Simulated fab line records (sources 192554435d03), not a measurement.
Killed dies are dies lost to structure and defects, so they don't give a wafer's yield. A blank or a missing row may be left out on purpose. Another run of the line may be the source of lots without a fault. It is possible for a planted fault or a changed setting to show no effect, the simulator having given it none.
Lot-split experiment + flow n5 finfet + 7 lots, 21 wafers read, on a route of 1938 steps

## THE SPLIT
At N5_BEOL_M8_TRENCH_ETCH_37 (etches SiCOH lowk in C4F6/O2, target depth 93.478 nm, time 31.2 s), the setting time s was moved away from the recipe's 31.2 s on 8 of the 21 wafers read, by -22.4% to +15.7%. The other wafers ran this setting at the recipe's value.

## FROM THE SPLIT TO THE READING: what the file shows between them, 12 steps
- N5_BEOL_M8_ETCH_41: etches SiCN in CH3F/O2, target depth 31.9 nm, time 57.8 s
- N5_BEOL_M8_STRIP_80: strips in N2/H2, time 10 s
- N5_BEOL_M8_OCD_MEAS_38
- N5_BEOL_M8_HM_STRIP_39: strips TiN in peroxide tin strip, target depth 25 nm, time 158 s
- N5_BEOL_M8_SRD_40: time 30 s
- N5_BEOL_M8_PRECLEAN_42: cleans in residue remover, time 60 s
- N5_BEOL_M8_ECD_50: material Cu, target thk 300 nm
- N5_BEOL_M8_ANNEAL_51: time 90 s
- N5_BEOL_M8_CMP_52: polishes, stops on SiCOH lowk, t overpolish 6.9 s, target thk 80 nm
- N5_BEOL_M8_THK_MEAS_53: measures by xrf
- N5_BEOL_M8_PRE_CLEAN_55: time 15 s
- N5_BEOL_M8_DEP_56: deposits SiCN from 3MS/NH3, target thk 10 nm, time 17.5 s

## THE READING
At N5_BEOL_M8_RS_MEAS_57, a four-point-probe measurement gives M8_RS in ohm/sq. A value of 0.292 ohm/sq with a standard deviation of 0.0077 ohm/sq is what fault-free wafers of this fab line usually give.

| wafer  | tool, chamber at the split | time s as run, s | against the recipe | M8_RS, ohm/sq | against lot-mates on the recipe |
|--------|----------------------------|------------------|--------------------|---------------|---------------------------------|
| L079.1 | rie diel-04, 2             | 25.59            | -18.0%             | 0.395         | +0.095                          |
| L079.5 | rie diel-04, 3             | 25.59            | -18.0%             | 0.384         | +0.084                          |
| L079.6 | rie diel-04, 0             | 31.2             | recipe             | 0.300         | -                               |
| L081.1 | rie diel-01, 0             | 31.2             | recipe             | 0.305         | -                               |
| L081.2 | rie diel-01, 3             | 24.21            | -22.4%             | 0.409         | +0.101                          |
| L081.5 | rie diel-01, 0             | 31.2             | recipe             | 0.311         | -                               |
| L084.1 | rie diel-03, 2             | 31.2             | recipe             | 0.293         | -                               |
| L084.2 | rie diel-03, 1             | 31.2             | recipe             | 0.297         | -                               |
| L084.4 | rie diel-03, 0             | 36.1             | +15.7%             | 0.229         | -0.066                          |
| L087.2 | rie diel-03, 2             | 28.74            | -7.9%              | 0.344         | +0.054                          |
| L087.3 | rie diel-03, 0             | 31.2             | recipe             | 0.290         | -                               |
| L087.4 | rie diel-03, 2             | 28.74            | -7.9%              | 0.324         | +0.034                          |
| L091.2 | rie diel-03, 1             | 27.39            | -12.2%             | 0.353         | +0.062                          |
| L091.3 | rie diel-03, 3             | 31.2             | recipe             | 0.292         | -                               |
| L091.5 | rie diel-03, 0             | 31.2             | recipe             | 0.289         | -                               |
| L093.2 | rie diel-04, 0             | 31.2             | recipe             | 0.309         | -                               |
| L093.4 | rie diel-04, 1             | 31.2             | recipe             | 0.296         | -                               |
| L093.6 | rie diel-04, 3             | 31.2             | recipe             | 0.292         | -                               |
| L096.1 | rie diel-01, 0             | 31.2             | recipe             | 0.295         | -                               |
| L096.2 | rie diel-01, 3             | 31.2             | recipe             | 0.286         | -                               |
| L096.5 | rie diel-01, 0             | 28.77            | -7.8%              | 0.324         | +0.034                          |

FIT RESULTS
A straight line over all 21 wafers: M8_RS changes by -0.00485 ohm/sq for each +1% of time s; r = -0.98; the points scatter about the line by 0.0081 ohm/sq.
The same after taking each lot's own level away (the mean of its wafers on the recipe; 21 wafers): -0.0047 ohm/sq for each +1%; r = -0.99; scatter 0.0061 ohm/sq.
According to that fit, moving time s by its largest amount changes the reading by 0.11 ohm/sq.
Across the lots, their own levels run from 0.2900 to 0.3080 ohm/sq, a range of 2.3 times the standard deviation given above.
Hence the lot-to-lot level has little effect on the slope; both slopes agree.
Check: with one of the wafers moved furthest among these (-22.4%) left out of the fit, the line predicts +0.109 ohm/sq for it against its lot-mates. It came out at +0.101 ohm/sq against them.

## FURTHER SPLITS ON THESE WAFERS
These wafers also went through other splits before the reading. Each is held against what the fit with the lots' levels taken away leaves over:
| other split on the same wafers | wafers away from the commonest value | r with M8_RS (lot level and that fit taken away) |
|--------------------------------|--------------------------------------|--------------------------------------------------|
| N5_BEOL_M8_DESCUM_33 time s    | 8                                    | -0.04                                            |

## THE WHOLE CHAIN: every reading that the file lists as answering this split, in the file's order
| step                      | what it does                                                        | reading                                                                      | change (the file's fit)               | r (the file's) |
|---------------------------|---------------------------------------------------------------------|------------------------------------------------------------------------------|---------------------------------------|----------------|
| N5_BEOL_M8_TRENCH_ETCH_37 | etches SiCOH lowk in C4F6/O2, target depth 93.478 nm, time 31.2 s   | etch.depth nm (the simulator's own value, which no gauge read)               | +0.89 nm for each +1% of the setting  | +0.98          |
| N5_BEOL_M8_TRENCH_ETCH_37 | etches SiCOH lowk in C4F6/O2, target depth 93.478 nm, time 31.2 s   | BEOL_M8.feature depth nm (the simulator's own value, which no gauge read)    | +0.888 nm for each +1% of the setting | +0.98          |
| N5_BEOL_M8_OCD_MEAS_38    |                                                                     | trench depth nm                                                              | +0.882 nm for each +1% of the setting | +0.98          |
| N5_BEOL_M8_CMP_52         | polishes, stops on SiCOH lowk, t overpolish 6.9 s, target thk 80 nm | Cu_of_BEOL_M8_ECD_50.thk nm (the simulator's own value, which no gauge read) | +0.889 nm for each +1% of the setting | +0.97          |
| N5_BEOL_M8_THK_MEAS_53    | measures by xrf                                                     | M8_THK                                                                       | +0.885 for each +1% of the setting    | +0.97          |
| N5_BEOL_M8_RS_MEAS_57     | measures by four-point-probe                                        | M8_RS                                                                        | -0.00471 for each +1% of the setting  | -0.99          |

## THE FILE'S OWN FIT
M8_RS changes by -0.00471 ohm/sq for each +1% of time s, r = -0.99.
